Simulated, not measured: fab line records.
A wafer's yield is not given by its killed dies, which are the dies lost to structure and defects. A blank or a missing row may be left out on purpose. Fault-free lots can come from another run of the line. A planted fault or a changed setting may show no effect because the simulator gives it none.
Chamber matching / flow nandHarc / 4 sister chambers for NHARC_A_WL_FILL_ALD_19 on aldMetal-01
The step deposits TiN, target thk 2 nm, pulse time 3 s, ald cycles 100. 4 wafers are shown with their chamber, then 11 later ones without.

## WAFERS PAIRED WITH THEIR CHAMBERS
wafer=L089.1; chamber=0; heaterPowerW (W)=1101
wafer=L089.2; chamber=1; heaterPowerW (W)=982
wafer=L089.4; chamber=2; heaterPowerW (W)=1057
wafer=L091.1; chamber=3; heaterPowerW (W)=1178

## WAFERS WITH NO CHAMBER GIVEN
wafer=L091.4; heaterPowerW (W)=1087
wafer=L091.5; heaterPowerW (W)=1085
wafer=L093.1; heaterPowerW (W)=956
wafer=L093.4; heaterPowerW (W)=1165
wafer=L093.5; heaterPowerW (W)=1055
wafer=L097.1; heaterPowerW (W)=1099
wafer=L097.2; heaterPowerW (W)=1014
wafer=L097.6; heaterPowerW (W)=961
wafer=L096.1; heaterPowerW (W)=999
wafer=L096.2; heaterPowerW (W)=1149
wafer=L096.5; heaterPowerW (W)=963

## WHICH CHAMBER EACH ONE RAN IN
wafer=L091.4; from the rows above=can't be placed: 0 or 2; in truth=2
wafer=L091.5; from the rows above=can't be placed: 0 or 2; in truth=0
wafer=L093.1; from the rows above=1; in truth=1
wafer=L093.4; from the rows above=3; in truth=3
wafer=L093.5; from the rows above=2; in truth=2
wafer=L097.1; from the rows above=0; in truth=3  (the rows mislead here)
wafer=L097.2; from the rows above=can't be placed: 1 or 2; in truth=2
wafer=L097.6; from the rows above=1; in truth=1
wafer=L096.1; from the rows above=1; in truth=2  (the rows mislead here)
wafer=L096.2; from the rows above=can't be placed: 3 or 0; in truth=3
wafer=L096.5; from the rows above=1; in truth=1
Correct placement for 5 of the 11. Unplaceable from these rows: 4, with the true chamber sitting among the candidates in 4. Wrongly placed: 2.
How it was worked out, from the rows above alone: a wafer's distance from a chamber is the root of the sum, over the readings, of the square of ((its reading less the chamber's mean) divided by the reading's scatter). If the next closest chamber is less than 2 further off than the closest, the wafer can't be placed; otherwise it belongs to the closest. Each chamber's mean is taken over the wafers shown for it. The scatter: with one shown wafer a chamber, the root of the mean of the squares of how far each hidden wafer lies from its nearest shown one.
